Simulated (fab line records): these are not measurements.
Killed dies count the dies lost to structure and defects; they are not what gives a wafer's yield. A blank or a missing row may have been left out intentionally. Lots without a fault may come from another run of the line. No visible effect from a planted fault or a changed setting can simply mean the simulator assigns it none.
Code-filled problem report in 8D (eight disciplines) form :: flow n5_finfet :: the parts of the form that need people (team, actions taken, sign-off) are left out

## 1. WHAT WENT WRONG
At N5_PASSIVATION_PROBE_49, killed_at_other averages 574.3 over 3 wafers from 3 lots, while fault-free wafers read 3.9, standard deviation 2.7. So: +99 or more standard deviations from the usual mean.
Earliest sighting: wafer L826.6 on prober-01 at day 18 05:33. The record holds 7 wafers of 3 lots with a number at this step. Rule for "out", or "out of limits": more than 4 standard deviations from the usual mean. The other wafers with a number count as sound.

## 2. WHAT IT IS, AND WHAT IT ISN'T
question: which readings at this step
is: killed_at_other, defect_limited_yield, killed_dies, sort_n_pass, sort_yield_pct
is not: killed_at_M0_to_M3, killed_at_M4_up, killed_at_contacts, killed_at_front_end, killed_open, killed_short, sort_bin_4_leakage, sort_bin_5_function, sort_bin_6_memory

question: which lots
is: L825, L826, L827
is not: -

question: which wafers of those lots
is: L825.6, L826.6, L827.4
is not: L825.5, L826.2, L826.3, L827.2

question: read on which tools
is: prober-01
is not: -

question: when
is: from day 18 05:33
is not: up to then (2 sound wafers); but 2 sound wafers of L825, L827 came after

## 3. THE SUSPECTS, EACH WITH WHAT RULES IT OUT
Counting: a tool at a process step up to the reading stays a suspect if it ran every lot that is out. Sound lots after the first of them don't rule it out here, since some wafers of a struck lot are sound.
- pvd_sputter-01 at N5_MIM_TOP_SPUTTER_03 (material TiN, target thk 35 nm, time 89.7 s): kept. It ran every lot that is out, first L826 (day 17 19:41).
- prober-01 at N5_PASSIVATION_PROBE_49: kept. It ran every lot that is out, first L826 (day 18 05:21). Out on those wafers are its own readings of defect_limited_yield, killed_at_other, killed_dies, sort_n_pass, sort_yield_pct.
Left after counting: pvd_sputter-01 at N5_MIM_TOP_SPUTTER_03, prober-01 at N5_PASSIVATION_PROBE_49.

## 4. THE CAUSE (what the simulator had put in)
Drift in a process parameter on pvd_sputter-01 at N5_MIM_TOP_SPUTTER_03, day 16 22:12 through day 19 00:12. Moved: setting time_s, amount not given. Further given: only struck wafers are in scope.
2 suspects survive the count, and this tool is in that group.

## 5. THE EFFECT CHAIN, in route order
One row per reading whose mean, taken over the struck wafers that have a number, lies over 3 standard deviations from the usual. Only readings for which the record gives a usual standard deviation are gone through. hours: the time from each lot's start at the first step in this table that gives one to its start at this step, as a median over the lots. sigmas: the change in usual standard deviations.
hours: 0
step: N5_PASSIVATION_PROBE_49
reading: defect_limited_yield
usual: 91.0 %
on struck wafers: 42.1
change: -48.9
sigmas: -31

hours: 0
step: N5_PASSIVATION_PROBE_49
reading: killed_at_other
usual: 3.9
on struck wafers: 574.3
change: +570.4
sigmas: +99 or more

hours: 0
step: N5_PASSIVATION_PROBE_49
reading: killed_dies
usual: 106
on struck wafers: 683
change: +577
sigmas: +30

hours: 0
step: N5_PASSIVATION_PROBE_49
reading: sort_n_pass
usual: 1073
on struck wafers: 497
change: -576
sigmas: -30

hours: 0
step: N5_PASSIVATION_PROBE_49
reading: sort_yield_pct
usual: 91.0 %
on struck wafers: 42.1
change: -48.9
sigmas: -31
The process steps in it:
- N5_PASSIVATION_PROBE_49

## 6. WHAT WOULD HAVE CAUGHT IT SOONER
31 hours passed between the start of the fault at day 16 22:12 and the first reading out of limits in this record, taken at day 18 05:33.
Tool readings at N5_MIM_TOP_SPUTTER_03 with a usual standard deviation given in the record: none out on any struck wafer, hence no alarm at a limit of 4 standard deviations on them.
Lots out: 3; of these, L827 started N5_MIM_TOP_SPUTTER_03 on pvd_sputter-01 after day 18 05:33. A hold on the tool at that time would have spared it.
